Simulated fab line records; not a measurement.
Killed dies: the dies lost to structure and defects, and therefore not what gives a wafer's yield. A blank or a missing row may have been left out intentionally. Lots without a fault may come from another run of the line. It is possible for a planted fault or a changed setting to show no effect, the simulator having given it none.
fab line records    flow n5Finfet
[record] lots = 11  wafers = 33  lastDay = 17
route steps=1938 shown BEOL_M4@1105 BEOL_M5@1113 PASSIVATION@1936
lots that met no fault: from a run of the same line without faults
startH: start of the lot's first displayed wafer, in hours after the record's first day    waitH: hours from the lot's prior step to this one    " repeats the value in the row above    L1.1+2: a single row standing in for several wafers    - no value, or no start was given    * or withheld: withheld    < > ~ a bound
route shown NAME@n: a module of which the file shows steps, and the number in the route of the first    usual: average and standard deviation across the fault-free wafers    same: alike in all rows    chamber/n: place in a boat    sites: readings site by site    _std_site: the values' standard deviation    _edge_site: mean of outer sites minus mean of inner sites    radiusMm: for every site, how far away it sits from the centre of the wafer    mask NAME#n: copy n    behind: tool/chamber where the wafer was last shaped    hold: why the lot went on hold/how many hours it stayed there/how the hold came to an end    device: transistor that didn't switch, given as n, p or np    end of line: at the end of the route, the tests of the same wafers    for a step that has no rows: nothing shown but its recipe    killed: the dies lost at the first sort to structure and to defects; this is not the yield of the wafer    map: a wafer's dies, marking killed ones x, the rest . and places with no die _
set.NAME: the setting that was run; set.NAME@STEP: the one run at that earlier step    model.NAME: the simulator's own value behind a step, which no gauge read
steps of the route over a sample of lots; a table a step, a row a wafer
services: from which hour (startH, from the record's first day; less than 0 if before it) a tool's chamber was out of use, for how many hours, and why
[[steps]]
[step N5_BEOL_M4_PRE_CLEAN_60]
[recipe] gas = NH3/H2  timeS = 15  tempC = *  rfPowerW = 300
[usual] heaterPowerW = 81/11
lot.wafer  tool      chamber  startH  waitH  heaterPowerW
L861.1     cvdCo-02  2        178.68  0.0    96
L861.2     "         0        "       "      66
L861.5     "         2        "       "      95
L860.2     cvdCo-02  1        183.70  0.0    83
L860.3     "         0        "       "      69
L860.4     "         0        "       "      66
L863.2     cvdCo-02  2        193.29  0.3    96
L863.3     "         1        "       "      82
L863.6     "         2        "       "      96
L870.1     cvdCo-02  1        246.59  0.0    84
L870.2     "         2        "       "      97
L870.3     "         0        "       "      71
L873.1     cvdCo-02  2        251.32  0.0    94
L873.4     "         2        "       "      100
L873.5     "         1        "       "      85
L872.3     cvdCo-01  2        254.27  0.0    84
L872.4     "         1        "       "      64
L872.5     "         0        "       "      86
L875.3     cvdCo-01  0        259.31  0.0    86
L875.4     "         2        "       "      83
L875.5     "         1        "       "      63
L877.1     cvdCo-01  2        281.88  0.0    84
L877.2     "         0        "       "      86
L877.5     "         0        "       "      83
L878.1     cvdCo-02  1        283.96  0.0    83
L878.2     "         0        "       "      70
L878.5     "         0        "       "      69
L879.1     cvdCo-01  0        288.77  0.4    88
L879.2     "         1        "       "      64
L879.4     "         0        "       "      85
L881.2     cvdCo-02  1        310.44  0.1    85
L881.5     "         1        "       "      84
L881.6     "         0        "       "      69
[step N5_BEOL_M4_DEP_57]
[recipe] material = SiCN  targetThkA = 80  tempC = withheld  precursor = 3MS/NH3  pressureTorr = 3  rfW = 202  timeS = 14
[usual] showerheadPlenumPTorr = 3.663/0.014  throttleValvePct = 9.2/0.35
lot.wafer  tool      chamber  startH  waitH  showerheadPlenumPTorr  throttleValvePct
L861.1     pecvd-04  1        178.83  0.0    3.683                  8.9
L861.2     "         2        "       "      3.653                  9.5
L861.5     "         1        "       "      3.684                  9.3
L860.2     pecvd-04  0        183.86  0.0    3.654                  9.1
L860.3     "         1        "       "      3.685                  9.1
L860.4     "         2        "       "      3.654                  9.4
L863.2     pecvd-04  0        193.45  0.0    3.642                  9.2
L863.3     "         2        "       "      3.655                  9.4
L863.6     "         0        "       "      3.640                  9.3
L870.1     pecvd-04  1        246.76  0.0    3.689                  9.0
L870.2     "         0        "       "      3.642                  9.5
L870.3     "         1        "       "      3.689                  9.1
L873.1     pecvd-01  0        251.48  0.0    3.664                  9.5
L873.4     "         1        "       "      3.657                  8.7
L873.5     "         2        "       "      3.671                  8.9
L872.3     pecvd-03  2        254.43  0.0    3.660                  8.7
L872.4     "         2        "       "      3.659                  8.4
L872.5     "         1        "       "      3.686                  9.3
L875.3     pecvd-01  2        259.47  0.0    3.674                  9.3
L875.4     "         0        "       "      3.650                  9.7
L875.5     "         2        "       "      3.677                  8.9
L877.1     pecvd-01  2        282.04  0.0    3.670                  9.1
L877.2     "         1        "       "      3.667                  8.7
L877.5     "         1        "       "      3.674                  8.8
L878.1     pecvd-01  1        284.12  0.0    3.662                  8.7
L878.2     "         2        "       "      3.677                  9.1
L878.5     "         2        "       "      3.668                  9.2
L879.1     pecvd-04  2        288.93  0.0    3.647                  9.3
L879.2     "         1        "       "      3.672                  8.9
L879.4     "         2        "       "      3.641                  9.3
L881.2     pecvd-04  2        310.59  0.0    3.650                  9.6
L881.5     "         0        "       "      3.647                  9.3
L881.6     "         1        "       "      3.681                  8.9
[step N5_BEOL_M5_CURE_79]
[recipe] tempC = 385  timeS = 240  ambient = He/Ar  material = SiCOH_lowk
[usual] lampPowerPct = 52.31/0.055  wafer_temp_C_max = 386.9/0.73
lot.wafer  tool       chamber  startH  waitH  lampPowerPct  wafer_temp_C_max
L861.1     uvCure-02  2        179.98  0.0    52.31         386.3
L861.2     "          2        "       "      52.37         386.3
L861.5     "          2        "       "      52.39         386.1
L860.2     uvCure-02  2        185.09  0.1    52.36         386.3
L860.3     "          2        "       "      52.39         386.7
L860.4     "          2        "       "      52.24         386.9
L863.2     uvCure-02  2        194.73  0.1    52.24         386.0
L863.3     "          2        "       "      52.27         386.0
L863.6     "          2        "       "      52.34         385.9
L870.1     uvCure-01  2        247.93  0.0    52.29         386.8
L870.2     "          2        "       "      52.23         388.5
L870.3     "          2        "       "      52.37         387.5
L873.1     uvCure-01  1        252.68  0.1    52.29         386.6
L873.4     "          1        "       "      52.18         387.2
L873.5     "          1        "       "      52.42         387.2
L872.3     uvCure-01  0        255.73  0.2    52.31         387.3
L872.4     "          0        "       "      52.26         388.2
L872.5     "          0        "       "      52.25         387.6
L875.3     uvCure-02  2        260.77  0.2    52.35         385.9
L875.4     "          2        "       "      52.35         386.9
L875.5     "          2        "       "      52.27         386.9
L877.1     uvCure-01  0        283.18  0.0    52.37         387.9
L877.2     "          0        "       "      52.40         387.5
L877.5     "          0        "       "      52.27         387.9
L878.1     uvCure-02  1        285.42  0.0    52.24         386.9
L878.2     "          1        "       "      52.25         386.5
L878.5     "          1        "       "      52.17         386.6
L879.1     uvCure-02  1        290.30  0.3    52.31         387.0
L879.2     "          1        "       "      52.25         386.7
L879.4     "          1        "       "      52.31         386.8
L881.2     uvCure-02  1        311.81  0.1    52.23         386.1
L881.5     "          1        "       "      52.33         386.4
L881.6     "          1        "       "      52.23         386.8
[step N5_BEOL_M5_ETCH_62]
[recipe] chemistry = N2/H2  target = SOC  targetDepthA = 750  overetchA = 150  maskMaterial = SiARC  tempC = 40  timeS = 112.5  ionEnergyEv = 200  pressureMtorr = 30  sourceW = 840  biasW = 150  n2FlowSccm = 200  h2FlowSccm = 200
[usual] drypumpMotorCurrentA = 5.8/0.42  oesProductAu = 0.63/0.051  rfFwdPowerW = 836.1/2.9  rfVppV = 524.6/2.7  showerheadPlenumPTorr = 2.57/0.094  throttleValvePct = 17.73/0.19
lot.wafer  tool        chamber  startH  waitH  drypumpMotorCurrentA  oesProductAu  rfFwdPowerW  rfHoursCounterH  rfVppV  showerheadPlenumPTorr  throttleValvePct
L861.1     rieDiel-04  1        182.07  0.0    5.9                   0.68          837.7        51               527.9   2.69                   17.81
L861.2     "           2        "       "      5.6                   0.72          832.6        13               528.3   2.70                   17.32
L861.5     "           1        "       "      5.9                   0.68          836.9        -                528.3   2.69                   17.82
L860.2     rieDiel-01  3        189.16  0.0    6.0                   0.61          837.4        151              523.9   2.54                   17.57
L860.3     "           2        "       "      5.2                   0.64          833.5        105              520.8   2.45                   17.85
L860.4     "           3        "       "      6.0                   0.61          838.9        -                525.4   2.54                   17.58
L863.2     rieDiel-04  1        196.89  0.0    5.9                   0.66          837.2        55               528.6   2.69                   17.79
L863.3     "           0        "       "      5.1                   0.59          833.8        164              523.5   2.51                   17.61
L863.6     "           3        "       "      5.8                   0.74          837.5        -                529.3   2.70                   17.45
L870.1     rieDiel-04  2        250.88  0.0    5.6                   0.69          835.4        34               528.5   2.69                   17.35
L870.2     "           0        "       "      5.1                   0.58          833.3        178              522.7   2.51                   17.62
L870.3     "           1        "       "      5.8                   0.65          1040.3       72               491.8   2.68                   17.84
L873.1     rieDiel-04  1        254.63  0.0    5.9                   0.64          1037.2       73               492.0   2.68                   17.85
L873.4     "           0        "       "      5.1                   0.58          832.2        -                523.2   2.51                   17.63
L873.5     "           1        "       "      5.9                   0.65          1039.0       -                491.6   2.68                   17.84
L872.3     rieDiel-05  1        257.39  0.0    6.1                   0.61          834.9        132              522.8   2.44                   17.84
L872.4     "           0        "       "      6.0                   0.71          830.8        32               525.2   2.60                   17.85
L872.5     "           1        "       "      6.1                   0.61          834.1        -                520.5   2.44                   17.84
L875.3     rieDiel-04  3        265.02  0.0    5.7                   0.69          835.4        25               527.5   2.69                   17.50
L875.4     "           0        "       "      5.1                   0.58          839.2        -                523.5   2.51                   17.63
L875.5     "           1        "       "      5.8                   0.64          1035.5       -                491.9   2.68                   17.87
L877.1     rieDiel-01  0        285.08  0.0    6.1                   0.57          840.1        216              525.2   2.62                   17.83
L877.2     "           3        "       "      6.0                   0.59          833.9        187              523.2   2.52                   17.64
L877.5     "           1        "       "      6.3                   0.63          841.9        -                522.0   2.46                   17.70
L878.1     rieDiel-01  0        288.26  0.0    6.1                   0.56          832.7        217              527.1   2.62                   17.83
L878.2     "           2        "       "      5.2                   0.62          827.8        141              521.6   2.44                   17.92
L878.5     "           1        "       "      6.3                   0.62          835.4        -                520.3   2.46                   17.69
L879.1     rieDiel-01  0        293.33  0.0    6.1                   0.56          838.3        219              525.6   2.62                   17.84
L879.2     "           1        "       "      6.4                   0.63          842.5        103              522.3   2.46                   17.70
L879.4     "           2        "       "      5.2                   0.61          840.0        143              521.0   2.44                   17.92
L881.2     rieDiel-01  3        313.35  0.0    6.0                   0.59          837.1        195              523.1   2.52                   17.65
L881.5     "           2        "       "      5.2                   0.59          834.7        -                520.2   2.43                   17.91
L881.6     "           3        "       "      6.0                   0.59          841.5        -                523.2   2.52                   17.66
[step N5_PASSIVATION_PROBE_49]
[usual] defectLimitedYield = 91.4/1.5  killed_at_M0_to_M3 = 34/12  killed_at_M4_up = 12/4.9  killedAtContacts = 13/7.2  killedAtFrontEnd = 39/12  killedAtOther = 3.7/2.9  killedDies = 101/18  killedOpen = 67/14  killedShort = 33/7.2  sort_bin_5_function = 5.1/0.97  sort_bin_6_memory = 3.2/0.67  sortNPass = 1079/17  sortYieldPct = 91.4/1.5
[same] grossDies = 1180  killedAtBackSide = 0  sort_bin_4_leakage[%] = 0  sort_bin_8_speed[%] = 0
lot.wafer  tool       chamber  startH  waitH  defectLimitedYield[%]  killed_at_M0_to_M3  killed_at_M4_up  killedAtContacts  killedAtFrontEnd  killedAtOther  killedDies  killedOpen  killedShort  sort_bin_5_function[%]  sort_bin_6_memory[%]  sortNPass  sortYieldPct[%]
L861.1     prober-01  -        277.49  0.0    92.3                   30                  8                9                 43                1              91          65          26           3.9                     3.5                   1089       92.3
L861.2     prober-01  -        277.54  0.1    90.3                   50                  12               4                 45                3              114         61          45           5.1                     3.9                   1066       90.3
L861.5     prober-01  -        277.69  0.2    92.5                   43                  5                6                 33                1              88          51          34           4.2                     2.7                   1092       92.5
L860.2     prober-02  -        283.84  0.1    90.3                   39                  15               12                46                3              115         82          33           6.3                     3.2                   1065       90.3
L860.3     prober-02  -        283.89  0.1    89.3                   37                  10               11                66                2              126         93          33           6.4                     4.1                   1054       89.3
L860.4     prober-02  -        283.94  0.2    90.8                   24                  9                19                54                2              108         71          35           5.3                     3.7                   1072       90.8
L863.2     prober-01  -        299.33  0.1    93.6                   15                  5                17                31                8              76          53          23           4.1                     2.4                   1104       93.6
L863.3     prober-01  -        299.38  0.1    91.0                   23                  16               8                 50                9              106         72          34           4.9                     3.6                   1074       91.0
L863.6     prober-01  -        299.53  0.3    93.3                   11                  9                10                38                11             79          49          29           3.7                     2.5                   1101       93.3
L870.1     prober-02  -        356.61  0.0    93.0                   24                  20               4                 35                0              83          58          24           4.1                     2.6                   1097       93.0
L870.2     prober-02  -        356.66  0.1    90.0                   38                  14               18                44                4              118         76          39           6.3                     3.4                   1062       90.0
L870.3     prober-02  -        356.71  0.1    92.8                   17                  19               17                28                4              85          60          25           3.8                     3.0                   1095       92.8
L873.1     prober-02  -        362.32  0.0    90.7                   25                  15               15                54                1              110         66          44           5.4                     3.6                   1070       90.7
L873.4     prober-02  -        362.47  0.2    92.8                   30                  11               9                 34                1              85          46          37           3.8                     3.1                   1095       92.8
L873.5     prober-02  -        362.52  0.2    93.6                   14                  11               4                 43                4              76          51          25           3.9                     2.2                   1104       93.6
L872.3     prober-01  -        364.39  0.1    89.7                   25                  20               9                 63                4              121         77          43           7.1                     3.1                   1059       89.7
L872.4     prober-01  -        364.44  0.2    92.5                   32                  21               3                 30                2              88          60          25           5.1                     2.2                   1092       92.5
L872.5     prober-01  -        364.49  0.2    91.3                   44                  11               2                 37                9              103         65          38           5.1                     3.0                   1077       91.3
L875.3     prober-02  -        367.41  0.1    91.6                   24                  11               25                35                4              99          73          26           5.5                     2.8                   1081       91.6
L875.4     prober-02  -        367.46  0.2    91.9                   27                  10               38                20                1              96          66          30           5.5                     2.5                   1084       91.9
L875.5     prober-02  -        367.51  0.2    92.9                   28                  6                18                29                3              84          57          26           3.8                     2.9                   1096       92.9
L879.1     prober-01  -        393.16  0.0    94.2                   27                  9                7                 24                1              68          41          26           3.5                     2.2                   1112       94.2
L879.2     prober-01  -        393.21  0.1    89.8                   37                  15               9                 58                1              120         87          33           6.1                     3.8                   1060       89.8
L879.4     prober-01  -        393.31  0.2    91.9                   29                  10               9                 42                5              95          48          46           5.7                     2.2                   1085       91.9
L877.1     prober-02  -        397.99  0.6    91.8                   30                  14               12                34                7              97          69          28           5.0                     3.1                   1083       91.8
L877.2     prober-02  -        398.04  0.6    92.5                   35                  8                18                25                2              88          57          31           4.3                     2.7                   1092       92.5
L877.5     prober-02  -        398.19  0.8    91.5                   25                  8                18                36                13             100         67          28           4.4                     3.8                   1080       91.5
L878.1     prober-01  -        399.40  0.0    92.3                   37                  10               2                 37                5              91          60          30           4.3                     3.1                   1089       92.3
L878.2     prober-01  -        399.45  0.1    92.9                   31                  25               1                 23                4              84          44          39           4.0                     3.1                   1096       92.9
L878.5     prober-01  -        399.60  0.2    92.6                   27                  14               5                 39                2              87          53          31           4.1                     3.1                   1093       92.6
L881.2     prober-01  -        411.00  0.1    91.3                   26                  9                21                42                5              103         67          36           4.9                     3.6                   1077       91.3
L881.5     prober-01  -        411.15  0.2    91.3                   33                  6                28                30                6              103         67          35           5.2                     3.1                   1077       91.3
L881.6     prober-01  -        411.20  0.3    90.0                   30                  11               35                39                3              118         86          32           6.2                     3.6                   1062       90.0
// killed by level:class
L861.1 BEOL_M0_SAQP:geometricParticle:open=12 FIN_SAQP:geometricParticle:open=9 STI_FIN_REVEAL:geometricParticle:open=8 MOL_CONTACT_COAG:geometricParticle:open=8 BEOL_M2:geometricParticle:open=8 STARTING-WAFER:geometricParticle:short=6 FIN_SAQP:geometricParticle:short=5 GATE_CUT:geometricParticle:open=4
L861.2 FIN_SAQP:geometricParticle:short=15 BEOL_M2:geometricParticle:open=11 BEOL_M3:geometricParticle:open=10 BEOL_M0_SAQP:geometricParticle:open=8 GATE_CUT:geometricParticle:short=7 BEOL_M0_SAQP:geometricParticle:short=6 BEOL_M4:geometricParticle:open=6 HKMG_FIN:areaEtch=6
L861.5 BEOL_M2:geometricParticle:open=14 BEOL_M0_SAQP:geometricParticle:short=7 BEOL_M1:geometricParticle:open=7 FIN_SAQP:geometricParticle:short=6 STI_FIN_REVEAL:geometricParticle:open=5 MOL_CONTACT_COAG:geometricParticle:open=5 STARTING-WAFER:geometricParticle:open=5 GATE_CUT:geometricParticle:short=4
L860.2 FIN_SAQP:geometricParticle:open=17 BEOL_M3:geometricParticle:open=11 STI_FIN_REVEAL:geometricParticle:open=10 MOL_CONTACT_COAG:geometricParticle:open=9 BEOL_M0_SAQP:geometricParticle:short=9 BEOL_M0_SAQP:geometricParticle:open=7 FIN_SAQP:geometricParticle:short=4 DUMMY_GATE:geometricParticle:open=4
L860.3 FIN_SAQP:geometricParticle:open=17 BEOL_M2:geometricParticle:open=13 STI_FIN_REVEAL:geometricParticle:open=11 FIN_SAQP:geometricParticle:short=10 DUMMY_GATE:geometricParticle:open=8 MOL_CONTACT_COAG:geometricParticle:open=7 BEOL_M3:geometricParticle:open=7 GATE_CUT:geometricParticle:open=6
L860.4 FIN_SAQP:geometricParticle:short=18 FIN_SAQP:geometricParticle:open=18 MOL_CONTACT_COAG:geometricParticle:open=15 BEOL_M2:geometricParticle:open=8 BEOL_M3:geometricParticle:open=6 MOL_CONTACT_COAG:geometricParticle:short=4 DUMMY_GATE:geometricParticle:open=3 BEOL_M0_SAQP:geometricParticle:open=3
L863.2 MOL_CONTACT_COAG:geometricParticle:open=12 FIN_SAQP:geometricParticle:open=8 BEOL_M2:geometricParticle:open=6 MOL_CONTACT_COAG:geometricParticle:short=5 STI_FIN_REVEAL:geometricParticle:open=4 GATE_CUT:geometricParticle:short=4 FIN_SAQP:geometricParticle:short=3 ILD0:geometricParticle:open=3
L863.3 FIN_SAQP:geometricParticle:open=13 STI_FIN_REVEAL:geometricParticle:open=12 FIN_SAQP:geometricParticle:short=11 MOL_CONTACT_COAG:geometricParticle:open=8 BEOL_M1:geometricParticle:open=6 PASS1_CAP:geometricParticle:open=6 ILD0:geometricParticle:open=5 BEOL_M0_SAQP:geometricParticle:open=5
L863.6 FIN_SAQP:geometricParticle:open=11 MOL_CONTACT_COAG:geometricParticle:open=10 STI_FIN_REVEAL:geometricParticle:open=7 PASS1_CAP:geometricParticle:short=7 FIN_SAQP:geometricParticle:short=4 GATE_CUT:geometricParticle:short=3 BEOL_M0_SAQP:geometricParticle:short=3 PASS1_CAP:geometricParticle:open=3
L870.1 BEOL_M1:geometricParticle:open=12 BEOL_M4:geometricParticle:open=11 FIN_SAQP:geometricParticle:open=8 GATE_CUT:geometricParticle:short=6 DUMMY_GATE:geometricParticle:open=5 BEOL_M0_SAQP:geometricParticle:short=5 FIN_SAQP:geometricParticle:short=4 STI_FIN_REVEAL:geometricParticle:open=4
L870.2 MOL_CONTACT_COAG:geometricParticle:open=13 BEOL_M0_SAQP:geometricParticle:short=13 BEOL_M4:geometricParticle:open=10 BEOL_M0_SAQP:geometricParticle:open=10 FIN_SAQP:geometricParticle:open=8 STI_FIN_REVEAL:geometricParticle:open=7 GATE_CUT:geometricParticle:short=6 BEOL_M1:geometricParticle:open=6
L870.3 MOL_CONTACT_COAG:geometricParticle:open=15 BEOL_M4:geometricParticle:open=10 STI_FIN_REVEAL:geometricParticle:open=9 GATE_CUT:geometricParticle:short=6 BEOL_M0_SAQP:geometricParticle:short=5 BEOL_M3:geometricParticle:open=5 GATE_CUT:geometricParticle:open=4 BEOL_M5:geometricParticle:open=4
L873.1 FIN_SAQP:geometricParticle:open=13 FIN_SAQP:geometricParticle:short=12 STI_FIN_REVEAL:geometricParticle:open=9 MOL_CONTACT_COAG:geometricParticle:open=9 BEOL_M4:geometricParticle:open=7 MOL_CONTACT_COAG:geometricParticle:short=6 BEOL_M0_SAQP:geometricParticle:short=6 BEOL_M0_SAQP:geometricParticle:open=6
L873.4 BEOL_M0_SAQP:geometricParticle:short=13 FIN_SAQP:geometricParticle:open=7 MOL_CONTACT_COAG:geometricParticle:open=7 FIN_SAQP:geometricParticle:short=6 BEOL_M0_SAQP:geometricParticle:open=5 STI_FIN_REVEAL:geometricParticle:open=4 BEOL_M2:geometricParticle:open=4 BEOL_M4:geometricParticle:open=4
L873.5 FIN_SAQP:geometricParticle:open=18 FIN_SAQP:geometricParticle:short=8 BEOL_M3:geometricParticle:open=7 GATE_CUT:geometricParticle:short=4 BEOL_M10:geometricParticle:open=4 STI_FIN_REVEAL:geometricParticle:open=3 MOL_CONTACT_COAG:geometricParticle:open=3 SPACER0:geometricParticle:short=2
L872.3 FIN_SAQP:geometricParticle:open=12 FIN_SAQP:geometricParticle:short=10 STI_FIN_REVEAL:geometricParticle:open=9 BEOL_M4:geometricParticle:open=8 BEOL_M2:geometricParticle:open=8 MOL_CONTACT_COAG:geometricParticle:open=7 BEOL_M5:geometricParticle:open=7 GATE_CUT:geometricParticle:open=6
L872.4 BEOL_M2:geometricParticle:open=10 BEOL_M3:geometricParticle:open=8 BEOL_M5:geometricParticle:open=7 BEOL_M4:geometricParticle:open=6 FIN_SAQP:geometricParticle:short=4 FIN_SAQP:geometricParticle:open=4 STI_FIN_REVEAL:geometricParticle:open=4 BEOL_M0_SAQP:geometricParticle:short=4
L872.5 BEOL_M3:geometricParticle:open=13 STI_FIN_REVEAL:geometricParticle:open=11 BEOL_M0_SAQP:geometricParticle:short=10 BEOL_M0_SAQP:geometricParticle:open=7 FIN_SAQP:geometricParticle:short=5 STI_FIN_REVEAL:geometricParticle:short=5 BEOL_M2:geometricParticle:open=5 PASS1_CAP:geometricParticle:open=5
L875.3 MOL_CONTACT_COAG:geometricParticle:open=19 FIN_SAQP:geometricParticle:open=16 BEOL_M3:geometricParticle:open=7 BEOL_M4:geometricParticle:open=7 MOL_CONTACT_COAG:geometricParticle:short=6 BEOL_M0_SAQP:geometricParticle:short=6 FIN_SAQP:geometricParticle:short=5 DUMMY_GATE:geometricParticle:open=5
L875.4 MOL_CONTACT_COAG:geometricParticle:open=33 BEOL_M2:geometricParticle:open=8 MOL_CONTACT_COAG:geometricParticle:short=5 BEOL_M2:geometricParticle:short=4 BEOL_M3:geometricParticle:open=4 STI_FIN_REVEAL:geometricParticle:open=3 BEOL_M0_SAQP:geometricParticle:open=3 BEOL_M3:geometricParticle:short=3
L875.5 MOL_CONTACT_COAG:geometricParticle:open=13 BEOL_M0_SAQP:geometricParticle:short=11 BEOL_M0_SAQP:geometricParticle:open=10 FIN_SAQP:geometricParticle:open=6 STARTING-WAFER:geometricParticle:open=6 STI_FIN_REVEAL:geometricParticle:open=5 MOL_CONTACT_COAG:geometricParticle:short=5 SPACER0:geometricParticle:short=4
L879.1 FIN_SAQP:geometricParticle:open=11 BEOL_M2:geometricParticle:open=8 FIN_SAQP:geometricParticle:short=7 MOL_CONTACT_COAG:geometricParticle:open=5 BEOL_M1:geometricParticle:open=5 BEOL_M0_SAQP:geometricParticle:short=3 BEOL_M0_SAQP:geometricParticle:open=3 BEOL_M1:geometricParticle:short=3
L879.2 FIN_SAQP:geometricParticle:open=18 BEOL_M3:geometricParticle:open=14 BEOL_M2:geometricParticle:open=8 FIN_SAQP:geometricParticle:short=7 BEOL_M4:geometricParticle:open=7 DUMMY_GATE:geometricParticle:open=6 MOL_CONTACT_COAG:geometricParticle:open=6 STARTING-WAFER:geometricParticle:open=6
L879.4 FIN_SAQP:geometricParticle:short=9 BEOL_M0_SAQP:geometricParticle:short=9 STI_FIN_REVEAL:geometricParticle:open=8 BEOL_M1:geometricParticle:open=7 MOL_CONTACT_COAG:geometricParticle:open=6 BEOL_M3:geometricParticle:open=6 ILD0:geometricParticle:short=5 GATE_CUT:geometricParticle:short=5
L877.1 MOL_CONTACT_COAG:geometricParticle:open=9 STI_FIN_REVEAL:geometricParticle:open=8 FIN_SAQP:geometricParticle:short=7 BEOL_M2:geometricParticle:open=7 BEOL_M3:geometricParticle:open=7 BEOL_M0_SAQP:geometricParticle:open=6 ILD0:geometricParticle:short=4 BEOL_M0_SAQP:geometricParticle:short=4
L877.2 MOL_CONTACT_COAG:geometricParticle:open=13 GATE_CUT:geometricParticle:short=7 BEOL_M0_SAQP:geometricParticle:short=7 BEOL_M1:geometricParticle:open=7 BEOL_M0_SAQP:geometricParticle:open=6 MOL_CONTACT_COAG:geometricParticle:short=5 BEOL_M3:geometricParticle:open=5 BEOL_M4:geometricParticle:open=5
L877.5 MOL_CONTACT_COAG:geometricParticle:open=12 STI_FIN_REVEAL:geometricParticle:open=9 BEOL_M2:geometricParticle:open=9 PASS1_CAP:geometricParticle:open=8 DUMMY_GATE:geometricParticle:open=7 MOL_CONTACT_COAG:geometricParticle:short=6 BEOL_M2:geometricParticle:short=4 BEOL_M4:geometricParticle:open=4
L878.1 BEOL_M3:geometricParticle:open=9 DUMMY_GATE:geometricParticle:open=8 BEOL_M1:geometricParticle:open=7 BEOL_M2:geometricParticle:open=7 FIN_SAQP:geometricParticle:short=6 BEOL_M0:geometricParticle:open=6 STARTING-WAFER:geometricParticle:short=5 FIN_SAQP:geometricParticle:open=3
L878.2 BEOL_M0_SAQP:geometricParticle:short=9 BEOL_M0_SAQP:geometricParticle:open=7 BEOL_M5:geometricParticle:open=6 DUMMY_GATE:geometricParticle:open=5 BEOL_M3:geometricParticle:open=4 BEOL_M4:geometricParticle:open=4 STARTING-WAFER:geometricParticle:short=4 FIN_SAQP:geometricParticle:short=3
L878.5 BEOL_M2:geometricParticle:open=10 FIN_SAQP:geometricParticle:short=9 STARTING-WAFER:geometricParticle:short=6 MOL_CONTACT_COAG:geometricParticle:open=5 BEOL_M0_SAQP:geometricParticle:short=5 DUMMY_GATE:geometricParticle:open=4 BEOL_M0:geometricParticle:open=4 BEOL_M3:geometricParticle:open=4
L881.2 STI_FIN_REVEAL:geometricParticle:open=17 MOL_CONTACT_COAG:geometricParticle:open=17 BEOL_M0_SAQP:geometricParticle:short=9 BEOL_M3:geometricParticle:open=8 STARTING-WAFER:geometricParticle:short=6 FIN_SAQP:geometricParticle:open=5 MOL_CONTACT_COAG:geometricParticle:short=4 BEOL_M1:geometricParticle:short=4
L881.5 MOL_CONTACT_COAG:geometricParticle:open=19 BEOL_M1:geometricParticle:open=12 MOL_CONTACT_COAG:geometricParticle:short=9 STI_FIN_REVEAL:geometricParticle:open=7 BEOL_M0_SAQP:geometricParticle:short=6 GATE_CUT:geometricParticle:short=5 BEOL_M3:geometricParticle:open=5 BEOL_M2:geometricParticle:open=5
L881.6 MOL_CONTACT_COAG:geometricParticle:open=28 STI_FIN_REVEAL:geometricParticle:open=11 BEOL_M3:geometricParticle:open=9 MOL_CONTACT_COAG:geometricParticle:short=7 BEOL_M2:geometricParticle:open=7 DUMMY_GATE:geometricParticle:open=6 GATE_CUT:geometricParticle:short=5 BEOL_M0_SAQP:geometricParticle:short=5
[[services]]
tool        chamber  startH  hours  kind
pecvd-03    2        164.67  13.1   repair
rieDiel-04  3        176.15  -      clean
rieDiel-04  3        176.15  -      consumableReplace:focusRing
rieDiel-04  3        176.15  -      consumableReplace:showerhead
rieDiel-04  3        176.15  12.3   scheduledDown
pecvd-04    -        189.42  0.3    repair
rieDiel-04  0        202.29  6.5    repair
rieDiel-05  2        205.97  1.6    repair
pecvd-03    2        210.24  18.6   repair
rieDiel-05  -        216.89  0.8    repair
uvCure-01   -        222.97  2.1    pm
uvCure-02   -        232.28  6.0    pm
pecvd-04    0        233.51  2.1    scheduledDown
rieDiel-04  2        233.69  4.1    repair
pecvd-04    1        236.22  5.5    scheduledDown
pecvd-04    2        241.68  16.5   scheduledDown
rieDiel-04  2        252.40  19.3   repair
pecvd-04    1        277.93  6.6    repair
cvdCo-01    -        280.61  0.2    repair
pecvd-01    1        285.45  3.6    repair
pecvd-03    -        288.28  0.2    repair
uvCure-01   -        288.41  7.5    pm
pecvd-04    2        290.08  10.2   scheduledDown
pecvd-03    -        308.06  5.5    pm
[[key]]
[firstSign] step = N5_BEOL_M5_ETCH_62  reading = rfFwdPowerW  direction = up  sigmas = 69  usual = *  struck = *
[effect] step = N5_BEOL_M5_ETCH_62  reading = rfVppV  direction = down  sigmas = 12  usual = 524.6  struck = 491.8
metAt N5_BEOL_M5_ETCH_62
struckLots L870,L873,L875
struckWafers L870.3,L873.1,L873.5,L875.5
notActingAt N5_BEOL_M4_PRE_CLEAN_60,N5_BEOL_M4_DEP_57,N5_BEOL_M5_CURE_79
onsetBetween 196.89 250.88
[fault] kind = processParameterDrift  tool = rieDiel-04  chamber = 1  onsetH = 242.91  steps = N5_BEOL_M5_ETCH_62  channel = sourceW  offset = 201.6  shape = step  endH = 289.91  actsIn = theseRecipesOnly  stated = 840
